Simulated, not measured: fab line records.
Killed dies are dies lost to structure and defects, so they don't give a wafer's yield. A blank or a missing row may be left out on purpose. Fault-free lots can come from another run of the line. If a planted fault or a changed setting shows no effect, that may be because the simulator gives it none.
A struck lot beside a sound one :: flow n5-finfet :: 16 steps out of a route of 1938
Sound: the wafers L132.4, L132.5, L132.6. Struck: wafers L147.1, L147.4. The cause is given at the end.
Each step with rows lists, per side, the tool, then ch with its chambers, then its first start. Under that, the readings that differ: sound wafers :: struck wafers :: difference of the means :: sigmas: that difference in standard deviations of wafers without a fault.
alike: same words and numbers on both sides, and readings whose means sit less than 2 such deviations apart. not compared: any withheld reading, any reading some wafer has no value for, any bound like >300 that may hide the same value, and any number with overlapping values for which the record gives no deviation.
Wherever a step has rows on one side only, a row that says differs or no value, or a row with sigmas, the two part there. Numbers that have no deviation but don't overlap get no sigmas and don't part them. A reading missing from all wafers of one side parts the sides only when that side holds two or more wafers.

first, 8 steps without rows for these wafers: N5_BEOL_M3_COAT_62 (time 60 s, resist thk 12 nm); N5_BEOL_M3_COAT_73 (time 60 s, resist thk 5 nm); N5_BEOL_M3_COAT_05 (resist thk 30 nm); N5_BEOL_M3_EBR_07; N5_BEOL_M3_SOFTBAKE_06 (time 60 s); N5_BEOL_M3_EXPOSE_08 (exposes mask M3); N5_BEOL_M3_PEB_09 (peb time 60 s); N5_BEOL_M3_DEVELOP_10 (develop time 30 s).
N5_BEOL_M3_CD_MEAS_11: the cd target is 17.05 nm.
  sound on cd-sem-02 ch 0, day 7 10:43; struck on cd-sem-01 ch 0, day 11 18:47
  alike: cd-nm
N5_BEOL_M3_OVL_MEAS_12:
  sound on overlay-01 ch 0, day 7 10:46; struck on overlay-01 ch 0, day 11 18:49
  alike: M3_OVL
N5_BEOL_M3_INSPECT_13: inspects for defects (brightfield).
  sound on defect-inspect-02, day 7 10:49; struck on defect-inspect-02, day 11 18:53
  alike: raw-defect-count
N5_BEOL_M3_DESCUM_16: chemistry O2, time 7 s.
  sound on rie-diel-01 ch 1,2,3, day 7 10:52; struck on rie-diel-01 ch 0,3, day 11 18:55
reading: rf-hours-counter-h (h)
sound: - - -
struck: 178 28
difference: no value on the sound wafers
sigmas: 
  alike: drypump-motor-current-A, oes-product-au, rf-vpp-V, showerhead-plenum-p-Torr, throttle-valve-pct
N5_BEOL_M3_ETCH_74: etches underlayer in N2/H2, target depth 6.5 nm, time 5.2 s.
  sound on rie-diel-01 ch 1,2,3, day 7 10:53; struck on rie-diel-01 ch 0,3, day 11 18:56
reading: etch-rf-on-time-s (s)
sound: 5.15 5.19 5.23
struck: 6.09 6.15
difference: +0.93
sigmas: +9

reading: rf-hours-counter-h (h)
sound: - - -
struck: 178 28
difference: no value on the sound wafers
sigmas: 
  alike: drypump-motor-current-A, oes-product-au, rf-vpp-V, showerhead-plenum-p-Torr, throttle-valve-pct
N5_BEOL_M3_ETCH_63: etches SiARC in CF4, target depth 15.6 nm, time 26 s.
  sound on rie-diel-01 ch 1,2,3, day 7 10:55; struck on rie-diel-01 ch 0,3, day 11 18:58
reading: rf-hours-counter-h (h)
sound: - - -
struck: 178 28
difference: no value on the sound wafers
sigmas: 
  alike: cf4-flow-sccm, drypump-motor-current-A, etch-rf-on-time-s, oes-product-au, rf-vpp-V, showerhead-plenum-p-Torr, throttle-valve-pct
N5_BEOL_M4_RC_MEAS_101:
  sound on prober-02 ch 0, day 8 13:43; struck on prober-01 ch 0, day 13 01:14
  alike: DIBL_N, DIBL_P, IOFF_N, IOFF_P, ION_N, ION_P, SS_N, SS_P, VT_N, VT_P
-- record jumps: 4 days separate the struck wafers' starts on either side; left off in module BEOL_M4, taken up again in module PASSIVATION, whose first shown step is the route's number 1936 --
N5_PASSIVATION_PROBE_49:
  rows exist in the record for the struck wafers here (prober-01, day 17 11:53), but not for the sound ones

WHERE THEY PART
First at N5_BEOL_M3_DESCUM_16; last, within this record, at N5_PASSIVATION_PROBE_49.

WHY: the cause the simulator had injected
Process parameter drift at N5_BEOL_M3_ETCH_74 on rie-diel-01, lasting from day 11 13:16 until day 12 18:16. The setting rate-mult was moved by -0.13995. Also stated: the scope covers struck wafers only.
